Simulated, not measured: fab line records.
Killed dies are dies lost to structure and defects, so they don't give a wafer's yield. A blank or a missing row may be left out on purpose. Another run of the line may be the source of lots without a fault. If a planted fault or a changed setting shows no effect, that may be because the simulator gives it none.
fab line records | flow nand_harc
record lots=5 | wafers=15 | last_day=34
route steps=1302 shown A_BONDPAD@1208
lots untouched by any fault: they come from a run of this same line in which no faults occurred
start_h: start of the lot's first displayed wafer, in hours after the record's first day | wait_h: hours since the lot's step before | " unchanged from the row above | L1.1+2: several wafers, shown together as one row | - either no value or no given start | * or withheld: withheld | < > ~ a bound
route shown NAME@n: names a module that has steps shown in the file, with the first one's number in the route | usual: mean/standard deviation of fault-free wafers | same: alike in all rows | chamber/n: place in a boat | sites: per-site readings | _std_site: their standard deviation | _edge_site: the outer-site mean with the inner-site mean subtracted | radius_mm: how far each site lies from the wafer's centre | mask NAME#n: copy n | behind: the most recent tool/chamber to have shaped the wafer | hold: what put the lot on hold/how long, in hours/how the hold closed | device: names the non-switching transistor (n, p or np) | end of line: the tests these same wafers got at the end of their route | a step given without rows: its recipe and nothing more | killed: dies that structure and defects cost at the first sort, which is not the same as the wafer's yield | map: a wafer's dies, marking killed ones x, the rest . and places with no die _
set.NAME: the setting that was run; set.NAME@STEP: the one run at that earlier step | model.NAME: the simulator's own value behind a step, which no gauge read
certain route steps with their lots: each step a table, each wafer a row
services: the hour from which a tool's chamber was out of use, counted from the record's first day as start_h (under 0 if before that day), plus the number of hours and why
## steps
# step NHARC_A_BONDPAD_COAT_33
# recipe temp_c=200 | time_s=65
# step NHARC_A_BONDPAD_COAT_03
# recipe spin_rpm=2000 | resist_thk_nm=600
# step NHARC_A_BONDPAD_SOFTBAKE_04
# recipe temp_c=125 | time_s=70
# step NHARC_A_BONDPAD_EBR_05
# step NHARC_A_BONDPAD_EXPOSE_06
# recipe na=0.55 | dose_mj=36.99 | mask_id=A_BPAD
# step NHARC_A_BONDPAD_PEB_07
# recipe peb_temp_c=128 | peb_time_s=80
# step NHARC_A_BONDPAD_DEVELOP_08
# recipe time_s=50 | dev_temp_c=22
# step NHARC_A_BONDPAD_CD_MEAS_09
# recipe target_cd_nm=500 | landing_energy_ev=500
# usual cd_nm=500.1/1.8
lot.wafer | tool      | chamber | start_h | wait_h | cd_nm
L480.3    | cd_sem-02 | 0       | 629.04  | -      | 500.7
L480.4    | "         | 0       | "       | "      | 501.3
L480.5    | "         | 0       | "       | "      | 503.6
L482.3    | cd_sem-03 | 0       | 649.44  | -      | 497.3
L482.5    | "         | 0       | "       | "      | 499.1
L482.6    | "         | 0       | "       | "      | 499.2
L489.4    | cd_sem-01 | 0       | 706.88  | -      | 502.5
L489.5    | "         | 0       | "       | "      | 497.9
L489.6    | "         | 0       | "       | "      | 501.7
L493.1    | cd_sem-02 | 0       | 760.73  | -      | 497.2
L493.3    | "         | 0       | "       | "      | 501.2
L493.5    | "         | 0       | "       | "      | 501.2
L494.1    | cd_sem-03 | 0       | 776.60  | -      | 499.3
L494.2    | "         | 0       | "       | "      | 500.1
L494.3    | "         | 0       | "       | "      | 501.8
# step NHARC_A_BONDPAD_OVL_MEAS_35
# usual overlay_x_nm=0/6.5 | overlay_y_nm=0/4.7
lot.wafer | tool       | chamber | start_h | wait_h | overlay_x_nm | overlay_y_nm
L480.3    | overlay-02 | -       | 629.13  | -      | 9            | 2
L480.4    | "          | -       | "       | "      | 8            | 2
L480.5    | "          | -       | "       | "      | 8            | 2
L482.3    | overlay-02 | -       | 649.53  | -      | 8            | 5
L482.5    | "          | -       | "       | "      | 8            | 5
L482.6    | "          | -       | "       | "      | 8            | 5
L489.4    | overlay-02 | -       | 706.96  | -      | -15          | -6
L489.5    | "          | -       | "       | "      | -15          | -6
L489.6    | "          | -       | "       | "      | -16          | -5
L493.1    | overlay-02 | -       | 760.82  | -      | 8            | -7
L493.3    | "          | -       | "       | "      | 9            | -7
L493.5    | "          | -       | "       | "      | 8            | -7
L494.1    | overlay-01 | -       | 776.68  | -      | 4            | -1
L494.2    | "          | -       | "       | "      | 3            | -2
L494.3    | "          | -       | "       | "      | 3            | -2
# step NHARC_A_BONDPAD_HARDBAKE_10
# recipe temp_c=118 | time_s=65
# step NHARC_A_BONDPAD_DESCUM_11
# recipe time_s=3 | o2_flow_sccm=200 | ar_flow_sccm=0 | bias_power_w=0 | chemistry=O2
# usual drypump_motor_current_A=5.7/0.37 | oes_product_au=1.002/0.0097 | rf_vpp_V=57.7/0.85 | showerhead_plenum_p_Torr=1.89/0.067 | throttle_valve_pct=11.310/0.0088
lot.wafer | tool        | chamber | start_h | wait_h | drypump_motor_current_A | oes_product_au | rf_hours_counter_h | rf_vpp_V | showerhead_plenum_p_Torr | throttle_valve_pct
L480.3    | rie_diel-03 | 1       | 629.27  | -      | 5.6                     | 1.003          | 30                 | 57.6     | 1.86                     | 11.321
L480.4    | "           | 2       | "       | "      | 6.3                     | 1.005          | 32                 | 58.6     | 1.84                     | 11.316
L480.5    | "           | 0       | "       | "      | 5.4                     | 0.998          | -                  | 57.3     | 1.89                     | 11.307
L482.3    | rie_diel-13 | 2       | 649.66  | -      | 5.1                     | 1.011          | 3                  | 58.2     | 1.91                     | 11.297
L482.6    | "           | 1       | "       | "      | 6.1                     | 1.011          | -                  | 58.0     | 2.00                     | 11.316
L482.5    | "           | 2       | "       | "      | 5.1                     | 1.005          | -                  | 57.9     | 1.91                     | 11.310
L489.4    | rie_diel-13 | 3       | 707.08  | -      | 5.7                     | 1.004          | 0                  | 57.5     | 1.80                     | 11.318
L489.6    | "           | 3       | "       | "      | 5.7                     | 0.994          | -                  | 57.3     | 1.80                     | 11.317
L489.5    | "           | 0       | "       | "      | 5.7                     | 1.003          | -                  | 58.0     | 1.90                     | 11.316
L493.3    | rie_diel-13 | 3       | 760.95  | -      | 5.7                     | 0.982          | 2                  | 56.7     | 1.80                     | 11.325
L493.1    | "           | 0       | "       | "      | 5.7                     | 0.996          | 2                  | 56.4     | 1.90                     | 11.316
L493.5    | "           | 3       | "       | "      | 5.8                     | 0.991          | -                  | 57.5     | 1.80                     | 11.291
L494.2    | rie_diel-02 | 0       | 776.81  | -      | 6.1                     | 0.997          | 5                  | 58.2     | 2.00                     | 11.299
L494.1    | "           | 1       | "       | "      | 5.6                     | 1.011          | 4                  | 58.9     | 1.78                     | 11.325
L494.3    | "           | 3       | "       | "      | 5.2                     | 0.993          | 4                  | 57.3     | 1.95                     | 11.313
# step NHARC_A_BONDPAD_ETCH_34
# recipe target_depth_a=600 | overetch_a=180 | time_s=65.91 | ion_energy_ev=200 | n2_flow_sccm=150 | h2_flow_sccm=150 | ar_flow_sccm=0 | rf_w=400 | bias_w=150 | chemistry=N2/H2
# usual drypump_motor_current_A=5.7/0.36 | oes_product_au=1.002/0.0094 | rf_vpp_V=429.9/2.1 | run_length_s=87.3/0.41 | showerhead_plenum_p_Torr=2.02/0.072 | throttle_valve_pct=14.171/0.009
lot.wafer | tool        | chamber | start_h | wait_h | drypump_motor_current_A | oes_product_au | rf_hours_counter_h | rf_vpp_V | run_length_s | showerhead_plenum_p_Torr | throttle_valve_pct
L480.3    | rie_diel-03 | 3       | 629.33  | 0.1    | 5.3                     | 1.013          | 32                 | 429.6    | 86.8         | 2.02                     | 14.184
L480.4    | "           | 0       | "       | "      | 5.4                     | 0.987          | 31                 | 431.0    | 87.6         | 2.01                     | 14.155
L480.5    | "           | 0       | "       | "      | 5.4                     | 1.003          | -                  | 429.8    | 87.6         | 2.02                     | 14.173
L482.3    | rie_diel-13 | 3       | 649.76  | 0.1    | 5.7                     | 0.985          | 3                  | 427.2    | 87.0         | 1.92                     | 14.160
L482.6    | "           | 0       | "       | "      | 5.7                     | 1.004          | -                  | 430.5    | 86.4         | 2.02                     | 14.170
L482.5    | "           | 1       | "       | "      | 6.1                     | 1.007          | -                  | 433.2    | 87.1         | 2.14                     | 14.172
L489.4    | rie_diel-13 | 0       | 707.19  | 0.1    | 5.7                     | 1.008          | 0                  | 429.8    | 86.7         | 2.02                     | 14.164
L489.5    | "           | 1       | "       | "      | 6.1                     | 1.014          | -                  | 433.8    | 87.2         | 2.14                     | 14.175
L489.6    | "           | 2       | "       | "      | 5.1                     | 1.024          | -                  | 431.4    | 87.6         | 2.04                     | 14.182
L493.3    | rie_diel-13 | 2       | 761.03  | 0.1    | 5.1                     | 1.006          | 2                  | 430.1    | 87.6         | 2.04                     | 14.177
L493.1    | "           | 1       | "       | "      | 6.1                     | 1.004          | 2                  | 433.5    | 87.3         | 2.14                     | 14.163
L493.5    | "           | 3       | "       | "      | 5.7                     | 1.008          | -                  | 427.8    | 87.2         | 1.92                     | 14.167
L494.2    | rie_diel-02 | 1       | 776.89  | 0.1    | 5.6                     | 0.997          | 4                  | 425.4    | 87.6         | 1.90                     | 14.171
L494.3    | "           | 2       | "       | "      | 5.8                     | 0.990          | 4                  | 427.8    | 86.7         | 1.95                     | 14.173
L494.1    | "           | 0       | "       | "      | 6.1                     | 1.004          | 5                  | 431.8    | 87.1         | 2.13                     | 14.168
# step NHARC_A_BONDPAD_ETCH_12
# recipe target_depth_a=2200 | time_s=110 | chf3_flow_sccm=50 | o2_flow_sccm=10 | ar_flow_sccm=200 | rf_w=500 | bias_w=200 | chemistry=CHF3/O2
# usual drypump_motor_current_A=5.7/0.35 | oes_product_au=0.941/0.022 | rf_vpp_V=369.9/1.9 | run_length_s=131.4/0.45 | showerhead_plenum_p_Torr=2.38/0.08 | throttle_valve_pct=20.572/0.0096
lot.wafer | tool        | chamber | start_h | wait_h | drypump_motor_current_A | oes_product_au | rf_hours_counter_h | rf_vpp_V | run_length_s | showerhead_plenum_p_Torr | throttle_valve_pct
L480.4    | rie_diel-03 | 1       | 629.44  | -      | 5.6                     | 0.927          | 30                 | 369.1    | 131.6        | 2.34                     | 20.568
L480.3    | "           | 2       | "       | "      | 6.3                     | 0.934          | 32                 | 369.4    | 131.1        | 2.31                     | 20.564
L480.5    | "           | 1       | "       | "      | 5.6                     | 0.930          | -                  | 369.1    | 131.4        | 2.34                     | 20.553
L482.3    | rie_diel-13 | 1       | 649.85  | -      | 6.1                     | 0.935          | 2                  | 372.2    | 131.5        | 2.51                     | 20.584
L482.5    | "           | 3       | "       | "      | 5.7                     | 0.936          | -                  | 368.3    | 131.8        | 2.27                     | 20.568
L482.6    | "           | 0       | "       | "      | 5.7                     | 0.929          | -                  | 370.2    | 130.9        | 2.38                     | 20.565
L489.4    | rie_diel-13 | 2       | 707.29  | -      | 5.1                     | 0.988          | 0                  | 371.3    | 131.8        | 2.40                     | 20.571
L489.6    | "           | 3       | "       | "      | 5.8                     | 0.954          | -                  | 366.2    | 131.4        | 2.27                     | 20.579
L489.5    | "           | 0       | "       | "      | 5.7                     | 0.954          | -                  | 370.3    | 123.2        | 2.38                     | 20.563
L493.3    | rie_diel-13 | 3       | 761.13  | -      | 5.7                     | 0.947          | 2                  | 366.7    | 131.6        | 2.27                     | 20.575
L493.1    | "           | 1       | "       | "      | 6.1                     | 0.971          | 2                  | 371.7    | 131.1        | 2.51                     | 20.594
L493.5    | "           | 3       | "       | "      | 5.7                     | 0.945          | -                  | 367.9    | 131.4        | 2.27                     | 20.564
L494.1    | rie_diel-02 | 1       | 776.99  | -      | 5.7                     | 0.969          | 4                  | 366.9    | 131.8        | 2.25                     | 20.575
L494.2    | "           | 3       | "       | "      | 5.2                     | 0.967          | 4                  | 371.5    | 132.0        | 2.45                     | 20.569
L494.3    | "           | 0       | "       | "      | 6.1                     | 0.969          | 5                  | 372.9    | 131.6        | 2.50                     | 20.567
# step NHARC_A_BONDPAD_CD_MEAS_13
# usual cd_nm=499.6/1.9
lot.wafer | tool      | chamber | start_h | wait_h | cd_nm
L480.3    | cd_sem-02 | -       | 629.57  | -      | 500.2
L480.4    | "         | -       | "       | "      | 499.6
L480.5    | "         | -       | "       | "      | 501.8
L482.3    | cd_sem-01 | -       | 649.97  | -      | 496.1
L482.5    | "         | -       | "       | "      | 498.1
L482.6    | "         | -       | "       | "      | 498.5
L489.4    | cd_sem-02 | -       | 707.41  | -      | 502.9
L489.5    | "         | -       | "       | "      | 498.7
L489.6    | "         | -       | "       | "      | 501.8
L493.1    | cd_sem-02 | -       | 761.26  | -      | 496.9
L493.3    | "         | -       | "       | "      | 501.5
L493.5    | "         | -       | "       | "      | 501.1
L494.1    | cd_sem-02 | -       | 777.12  | -      | 499.4
L494.2    | "         | -       | "       | "      | 499.9
L494.3    | "         | -       | "       | "      | 501.1
## services
tool        | chamber | start_h | hours | kind
rie_diel-13 | -       | 615.10  | 0.1   | repair
rie_diel-13 | 0       | 616.41  | 23.3  | repair
rie_diel-03 | 2       | 622.41  | 1.5   | repair
rie_diel-13 | 1       | 626.06  | -     | clean
rie_diel-13 | 2       | 626.06  | -     | clean
rie_diel-13 | 3       | 626.06  | -     | clean
rie_diel-03 | -       | 635.32  | 9.0   | pm
rie_diel-13 | 0       | 650.64  | -     | clean
rie_diel-13 | 1       | 650.64  | -     | clean
rie_diel-13 | 2       | 650.64  | -     | clean
rie_diel-13 | 3       | 650.64  | -     | clean
rie_diel-03 | -       | 660.49  | 0.7   | repair
rie_diel-13 | 0       | 675.17  | -     | clean
rie_diel-13 | 1       | 675.17  | -     | clean
rie_diel-13 | 2       | 675.17  | -     | clean
rie_diel-13 | -       | 696.00  | 9.0   | pm
rie_diel-03 | 0       | 698.57  | 9.7   | repair
rie_diel-03 | 2       | 712.15  | 28.9  | repair
rie_diel-03 | 3       | 719.20  | 1.4   | repair
rie_diel-03 | 1       | 737.83  | 9.3   | repair
rie_diel-02 | 1       | 744.31  | 4.3   | repair
rie_diel-02 | -       | 747.90  | 9.0   | pm
rie_diel-03 | 1       | 755.20  | 4.9   | repair
rie_diel-03 | -       | 769.51  | 0.2   | repair
## key
first_sign step=NHARC_A_BONDPAD_ETCH_12 | reading=run_length_s | direction=down | sigmas=18 | usual=* | struck=*
effect none on later readings
met_at NHARC_A_BONDPAD_ETCH_12
struck_wafers L489.5
sort_left_out L489.5
onset_between 649.85 707.29
fault kind=process_parameter_drift | tool=rie_diel-13 | chamber=- | onset_h=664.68 | steps=NHARC_A_BONDPAD_ETCH_12 | channel=time_s | offset=* | shape=step | end_h=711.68 | scope=struck_wafers_only | acts_in=* | stated=*
# sort_left_out: the simulated sort isn't trusted on such a fault, so these wafers' sort isn't shown, and their yield isn't known
